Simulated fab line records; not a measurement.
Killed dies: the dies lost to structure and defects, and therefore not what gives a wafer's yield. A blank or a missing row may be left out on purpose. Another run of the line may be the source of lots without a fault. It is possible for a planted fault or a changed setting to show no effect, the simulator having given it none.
Matching of chambers | flow n5 finfet | 4 sister chambers for N5_BEOL_M1_ETCH_70 on rie diel-05
The step etches SOC in N2/H2, target depth 80 nm, overetch 16 nm, time 120 s. 14 wafers are shown with their chamber, then 7 later ones without.

## WAFERS WITH THEIR CHAMBER
wafer  | chamber | throttle valve pct (%) | drypump motor current A (A) | showerhead plenum p Torr (Torr)
L075.1 | 1       | 18.06                  | 6.2                         | 2.56
L075.4 | 1       | 18.07                  | 6.2                         | 2.57
L075.5 | 3       | 18.14                  | 5.5                         | 2.53
L079.1 | 3       | 18.17                  | 5.4                         | 2.53
L079.5 | 0       | 18.08                  | 5.7                         | 2.51
L079.6 | 3       | 18.18                  | 5.4                         | 2.53
L082.2 | 2       | 17.11                  | 5.0                         | 2.59
L082.3 | 1       | 18.09                  | 6.2                         | 2.56
L082.6 | 0       | 18.09                  | 5.7                         | 2.51
L085.2 | 3       | 18.18                  | 5.5                         | 2.52
L085.3 | 0       | 18.12                  | 5.7                         | 2.50
L085.4 | 1       | 18.10                  | 6.3                         | 2.56
L089.3 | 2       | 17.12                  | 5.0                         | 2.59
L089.5 | 1       | 18.12                  | 6.2                         | 2.55

SIGNATURES (averages over the wafers above)
reading                  | chamber 0 | chamber 1 | chamber 2 | chamber 3 | scatter within a chamber
throttle valve pct       | 18.0967   | 18.0880   | 17.1150   | 18.1675   | 0.0207
drypump motor current A  | 5.700     | 6.220     | 5.000     | 5.450     | 0.0424
showerhead plenum p Torr | 2.5067    | 2.5600    | 2.5900    | 2.5275    | 0.00585
Rule: for each reading, subtract the chamber's mean from the wafer's reading, divide by that reading's scatter and square the result; add these up over the readings and take the root, which gives the wafer's distance from the chamber. If the next closest chamber is less than 2 further off than the closest, the wafer can't be placed; otherwise it belongs to the closest. The scatter is the square root of a quotient: the sum, over the shown wafers, of each reading's squared deviation from its chamber's mean, divided by wafers minus chambers.

## WAFERS WITH NO CHAMBER GIVEN
wafer  | throttle valve pct (%) | drypump motor current A (A) | showerhead plenum p Torr (Torr)
L089.6 | 17.13                  | 5.0                         | 2.59
L091.2 | 17.14                  | 5.0                         | 2.59
L091.5 | 18.19                  | 5.5                         | 2.52
L091.6 | 18.13                  | 5.7                         | 2.50
L093.3 | 18.13                  | 6.3                         | 2.55
L093.4 | 18.14                  | 5.7                         | 2.50
L093.6 | 18.11                  | 6.2                         | 2.55

## THE CHAMBER EACH PASSED THROUGH
wafer  | from the rows above | in truth
L089.6 | 2                   | 2
L091.2 | 2                   | 2
L091.5 | 3                   | 3
L091.6 | 0                   | 0
L093.3 | 1                   | 1
L093.4 | 0                   | 0
L093.6 | 1                   | 1
7 of 7 placed correctly. Left unplaced by these rows: 0. Number placed wrongly: 0.
